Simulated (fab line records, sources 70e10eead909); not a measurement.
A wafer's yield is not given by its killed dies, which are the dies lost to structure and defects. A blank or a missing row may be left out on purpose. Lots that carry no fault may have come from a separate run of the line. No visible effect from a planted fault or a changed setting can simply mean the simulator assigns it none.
Matching of chambers + flow nand harc + rie diel-03 running NHARC_A_SLIT_ETCH_24: 4 sister chambers
The step etches the open film in CF4/CHF3, target depth 121 nm, time 60.5 s. 8 wafers are shown with their chamber, then 6 later ones without.

WAFERS WITH THEIR CHAMBER
| wafer  | chamber | rf vpp V (V) | throttle valve pct (%) |
|--------|---------|--------------|------------------------|
| L759.1 | 2       | 366.5        | 16.793                 |
| L759.6 | 2       | 366.1        | 16.800                 |
| L763.2 | 1       | 368.3        | 16.786                 |
| L763.4 | 0       | 368.6        | 16.811                 |
| L766.1 | 0       | 368.6        | 16.808                 |
| L776.1 | 3       | 369.8        | 16.798                 |
| L776.3 | 1       | 365.7        | 16.808                 |
| L776.6 | 3       | 368.0        | 16.818                 |

WAFERS WITHOUT THEIR CHAMBER
| wafer  | rf vpp V (V) | throttle valve pct (%) |
|--------|--------------|------------------------|
| L779.3 | 369.3        | 16.797                 |
| L779.5 | 369.0        | 16.794                 |
| L779.6 | 366.1        | 16.787                 |
| L781.1 | 368.0        | 16.806                 |
| L781.2 | 367.1        | 16.805                 |
| L781.4 | 369.9        | 16.802                 |

EACH ONE'S CHAMBER
| wafer  | from the rows above               | in truth |
|--------|-----------------------------------|----------|
| L779.3 | can't be placed: 3 or 0 or 1 or 2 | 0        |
| L779.5 | can't be placed: 3 or 0 or 1 or 2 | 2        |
| L779.6 | can't be placed: 2 or 1           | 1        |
| L781.1 | can't be placed: 0 or 3 or 1 or 2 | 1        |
| L781.2 | can't be placed: 1 or 2 or 0 or 3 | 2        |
| L781.4 | can't be placed: 3 or 0 or 1      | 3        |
Placed correctly: 0 of 6. These rows do not allow placing 6 (true chamber among the candidates in 6). Number placed wrongly: 0.
How it was worked out, from the rows above alone: a wafer's distance from a chamber is the root of the sum, over the readings, of the square of ((its reading less the chamber's mean) divided by the reading's scatter). The wafer belongs to the nearest chamber; if the next one is less than 2 further off, it can't be placed. The mean given for a chamber averages the wafers shown for that chamber. The scatter: the root of (the sum of the squares of (reading less its chamber's mean) over the shown wafers, divided by (wafers less chambers)).
